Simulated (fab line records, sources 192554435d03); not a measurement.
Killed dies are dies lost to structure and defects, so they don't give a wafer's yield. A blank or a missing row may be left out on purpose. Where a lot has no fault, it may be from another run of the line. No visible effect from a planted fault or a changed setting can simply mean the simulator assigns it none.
Which tool was responsible? -- flow n5_finfet -- 12 lots (36 wafers sampled), 1 step of a 1938-step route

WHAT THE GAUGES SHOWED, per wafer
N5_BEOL_M7_INSPECT_58: inspects for defects (darkfield).
lot,measured,on,raw_defect_count
L075,day 10 00:20,defect_inspect-01,45 52 58
L077,day 10 20:35,defect_inspect-02,59 83 74
L078,day 11 07:04,defect_inspect-01,68 59 64
L082,day 11 17:59,defect_inspect-01,38 76 33
L083,day 11 22:41,defect_inspect-01,75 97 86
L085,day 12 14:20,defect_inspect-02,138 91 84
L086,day 13 01:04,defect_inspect-01,66 74 47
L089,day 13 14:11,defect_inspect-02,52 89 58
L093,day 14 02:13,defect_inspect-01,83 97 76
L091,day 14 21:58,defect_inspect-01,78 103 119
L096,day 15 02:42,defect_inspect-01,73 77 73
L097,day 15 14:46,defect_inspect-02,133 75 86

TOOL THAT RAN EACH LOT (tool first, then ch and the chambers of the sampled wafers, then the start)
Before these readings, the record contains no process step.

THE ANSWER, worked out from the rows above alone
Rule: the usual values come from the lots themselves. Put in order of their means at a reading, lots are off if they are a third of the lots or fewer, leave a main group of 4 or more, and stand apart from it by a gap of 3 or more times the standard deviation of the main group's means; of several such gaps the widest counts. If all means in a main group match to the digits the tables above print for the reading, that group is not used. A lot without any number at a reading at which 4 lots or more have one is off too. All remaining lots with rows at the step are treated as sound.
No lot is off on any of the readings shown, so nothing can be concluded from this.

WHAT THE SIMULATOR HAD INSERTED
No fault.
